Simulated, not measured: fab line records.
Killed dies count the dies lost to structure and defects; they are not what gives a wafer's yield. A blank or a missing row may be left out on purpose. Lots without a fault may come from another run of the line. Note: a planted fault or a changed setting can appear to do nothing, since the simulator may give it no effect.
Split-lot trial	flow n5Finfet	39 wafers read from 7 lots, route of 1938 steps

ABOUT THE SPLIT
At N5_FIN_CUT_CUT_ETCH_26 (etches SiNx in CH3F/O2, target depth 39 nm, time 55.7 s), the setting timeS was moved away from the recipe's 55.7 s on 15 of the 39 wafers read, by -19.0% to +23.8%. The other wafers ran this setting at the recipe's value.

The reading is taken at the split's own step.

THE READING
SOC_of_FIN_CUT_COAT_18.thkNm (the simulator's own value, which no gauge read), in nm, at N5_FIN_CUT_CUT_ETCH_26 (etches SiNx in CH3F/O2, target depth 39 nm, time 55.7 s). There is no usual value for it anywhere in the file. Here, 24 wafers ran the recipe; their average is 211.7 nm with a standard deviation of 0.56 nm.

wafer	tool, chamber at the split	timeS as run, s	against the recipe	SOC_of_FIN_CUT_COAT_18.thkNm, nm	against lot-mates on the recipe
L076.1	rieDiel-02, 0	55.7	recipe	212	-
L076.2	rieDiel-02, 2	60.11	+7.9%	210.8	-1.0
L076.3	rieDiel-02, 1	55.7	recipe	211.4	-
L076.4	rieDiel-02, 3	55.7	recipe	212	-
L076.5	rieDiel-02, 1	60.11	+7.9%	210	-1.8
L076.6	rieDiel-02, 0	60.11	+7.9%	211.4	-0.4
L077.1	rieDiel-06, 3	55.7	recipe	211.6	-
L077.2	rieDiel-06, 2	45.12	-19.0%	215	+3.4
L077.3	rieDiel-06, 0	55.7	recipe	211.4	-
L077.4	rieDiel-06, 1	45.12	-19.0%	215	+3.4
L077.5	rieDiel-06, 3	45.12	-19.0%	215.6	+4.0
L077.6	rieDiel-06, 2	55.7	recipe	211.8	-
L078.1	rieDiel-06, 2	55.7	recipe	210.6	-
L078.4	rieDiel-06, 0	55.7	recipe	210.8	-
L078.6	rieDiel-06, 1	55.7	recipe	210.4	-
L084.1	rieDiel-04, 3	59.59	+7.0%	210.4	-1.3
L084.2	rieDiel-04, 2	59.59	+7.0%	211.2	-0.5
L084.3	rieDiel-04, 0	55.7	recipe	211.4	-
L084.4	rieDiel-04, 1	55.7	recipe	212.2	-
L084.5	rieDiel-04, 0	55.7	recipe	211.6	-
L084.6	rieDiel-04, 3	59.59	+7.0%	210.6	-1.1
L085.1	rieDiel-04, 0	55.7	recipe	212	-
L085.2	rieDiel-04, 2	55.7	recipe	212.2	-
L085.3	rieDiel-04, 1	55.7	recipe	212.6	-
L085.4	rieDiel-04, 3	55.7	recipe	211.6	-
L085.5	rieDiel-04, 0	55.7	recipe	212	-
L085.6	rieDiel-04, 3	55.7	recipe	212	-
L092.1	rieDiel-02, 2	55.7	recipe	211.4	-
L092.2	rieDiel-02, 1	68.95	+23.8%	207.2	-4.1
L092.3	rieDiel-02, 3	55.7	recipe	211	-
L092.4	rieDiel-02, 0	68.95	+23.8%	208	-3.3
L092.5	rieDiel-02, 3	68.95	+23.8%	206.8	-4.5
L092.6	rieDiel-02, 2	55.7	recipe	211.6	-
L094.1	rieDiel-04, 3	63.23	+13.5%	208.4	-3.9
L094.2	rieDiel-04, 1	55.7	recipe	212	-
L094.3	rieDiel-04, 0	63.23	+13.5%	210	-2.3
L094.4	rieDiel-04, 2	55.7	recipe	212.4	-
L094.5	rieDiel-04, 0	63.23	+13.5%	209.6	-2.7
L094.6	rieDiel-04, 1	55.7	recipe	212.4	-

FIT RESULTS
A straight line over all 39 wafers: SOC_of_FIN_CUT_COAT_18.thkNm changes by -0.179 nm for each +1% of timeS; r = -0.95; the points scatter about the line by 0.57 nm.
The same after taking each lot's own level away (the mean of its wafers on the recipe; 39 wafers): -0.18 nm for each +1%; r = -0.97; scatter 0.43 nm.
According to that fit, moving timeS by its largest amount changes the reading by 4.3 nm.
The lots' own levels span 210.60 to 212.27 nm, that is 3.0 times the standard deviation above.
So the lot-to-lot level changes the slope little: the two slopes agree.
Check: for one of the wafers moved furthest among these (+23.8%), held out of the fit, the line's prediction against its lot-mates is -4.26 nm. Against them it came out at -4.13 nm.

ADDITIONAL SPLITS CARRIED BY THESE WAFERS
Other splits were also applied to these wafers ahead of the reading. Each is held against what the fit with the lots' levels taken away leaves over:
other split on the same wafers	wafers away from the commonest value	r with SOC_of_FIN_CUT_COAT_18.thkNm (lot level and that fit taken away)
N5_FIN_SAQP_HM_DEP_72 timeS	9	+0.08

THE WHOLE CHAIN: every reading that the file lists as answering this split, in the file's order
step	what it does	reading	change (the file's fit)	r (the file's)
N5_FIN_CUT_CUT_ETCH_26	etches SiNx in CH3F/O2, target depth 39 nm, time 55.7 s	etch.depthNm (the simulator's own value, which no gauge read)	+0.39 nm for each +1% of the setting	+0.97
N5_FIN_CUT_CUT_ETCH_26	etches SiNx in CH3F/O2, target depth 39 nm, time 55.7 s	SOC_of_FIN_CUT_COAT_18.thkNm (the simulator's own value, which no gauge read)	-0.179 nm for each +1% of the setting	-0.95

FILE'S OWN FIT
SOC_of_FIN_CUT_COAT_18.thkNm changes by -0.179 nm for each +1% of timeS, r = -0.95.
